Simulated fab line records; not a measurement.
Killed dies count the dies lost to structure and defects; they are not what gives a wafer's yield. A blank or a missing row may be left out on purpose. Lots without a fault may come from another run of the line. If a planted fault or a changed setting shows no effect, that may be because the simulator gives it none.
A struck lot beside a sound one    flow nandHarc    16 steps out of a route of 1302
Sound: wafers L149.3, L149.4, L149.6. Struck: wafer L165.5 (left out: L165.6, a lot-mate that was not struck); the cause follows at the end.
Each step with rows lists, per side, the tool, then ch with its chambers, then its first start. Under that, the readings that differ: sound wafers    struck wafers    difference of the means    sigmas: that difference in standard deviations of wafers without a fault.
alike: readings with means less than 2 such deviations apart, plus words and numbers identical on both sides. not compared: withheld readings, readings lacking a value on some wafer, bounds such as >300 that could conceal the same value, and numbers that have no deviation in the record and whose values overlap.
The two part at a step that has a row with sigmas, a row that says differs or no value, or rows on one side only. Numbers that don't overlap but have no deviation are shown without sigmas and don't part them. Lack of a reading on every wafer of one side parts them only where that side has two or more wafers.

NHARC_A_DECK1_JOINT_INSPECT_05:
  sound on defectInspect-02 at day 12 04:52; struck on defectInspect-02 at day 18 21:25
  alike: rawDefectCount
then, 1 step without rows for these wafers: NHARC_A_ONON_D2_DEP_00 (target thk 1000 nm).
NHARC_A_ONON_D2_THK_MEAS_02: measures by ellipsometry.
  sound on filmMetro-02 at day 12 05:27; struck on filmMetro-02 at day 18 21:59
  alike: thkNm
then, 1 step without rows for these wafers: NHARC_A_ONON_D2_DEP_03 (target thk 1000 nm).
NHARC_A_ONON_D2_THK_MEAS_05: measures by ellipsometry.
  sound on filmMetro-02 at day 12 06:01; struck on filmMetro-01 at day 18 22:33
reading     sound           struck  difference  sigmas
thkNm (nm)  1010 1010 1010  993     -17         -2
then, 1 step without rows for these wafers: NHARC_A_ONON_D2_DEP_06 (target thk 1000 nm).
NHARC_A_ONON_D2_THK_MEAS_08: measures by ellipsometry.
  sound on filmMetro-02 at day 12 06:35; struck on filmMetro-02 at day 18 23:07
  alike: thkNm
then, 1 step without rows for these wafers: NHARC_A_ONON_D2_DEP_09 (target thk 1000 nm).
NHARC_A_ONON_D2_THK_MEAS_11: measures by ellipsometry.
  sound on filmMetro-02 at day 12 07:09; struck on filmMetro-01 at day 18 23:41
reading     sound        struck  difference  sigmas
thkNm (nm)  985 986 986  1014    +28         +3
then, 1 step without rows for these wafers: NHARC_A_ONON_D2_DEP_12 (target thk 1000 nm).
NHARC_A_ONON_D2_THK_MEAS_14: measures by ellipsometry.
  sound on filmMetro-01 at day 12 07:43; struck on filmMetro-02 at day 19 00:16
  alike: thkNm
then, 1 step without rows for these wafers: NHARC_A_ONON_D2_ANNEAL_15 (time 3600 s).
NHARC_A_ONON_D2_DEP_16: target thk 1000 nm.
  sound on pecvdOnon-03 ch 0, day 12 14:57; struck on pecvdOnon-02 ch 0, day 19 08:37
  alike: susceptorTempC
NHARC_A_ONON_D2_THK_MEAS_18: measures by ellipsometry.
  sound on filmMetro-01 at day 12 15:21; struck on filmMetro-02 at day 19 08:53
reading     sound           struck  difference  sigmas
thkNm (nm)  1007 1007 1007  720     -287        -35
then, 1 step without rows for these wafers: NHARC_A_ONON_D2_DEP_19 (target thk 1000 nm).
-- break in the record here, with 13 days between the starts of the struck wafers on either side (left off in module A_ONON_D2, picked up again in module END, where the first step shown is number 1302 on the route) --
NHARC_END_SORT_01:
  only the struck wafers appear in the record here, on prober-01 ch 0 at day 31 22:21; the sound ones have no rows

WHERE THEY PART
At NHARC_A_ONON_D2_THK_MEAS_05 first; at NHARC_END_SORT_01 last (within this record only).

WHY: what had been put in by the simulator
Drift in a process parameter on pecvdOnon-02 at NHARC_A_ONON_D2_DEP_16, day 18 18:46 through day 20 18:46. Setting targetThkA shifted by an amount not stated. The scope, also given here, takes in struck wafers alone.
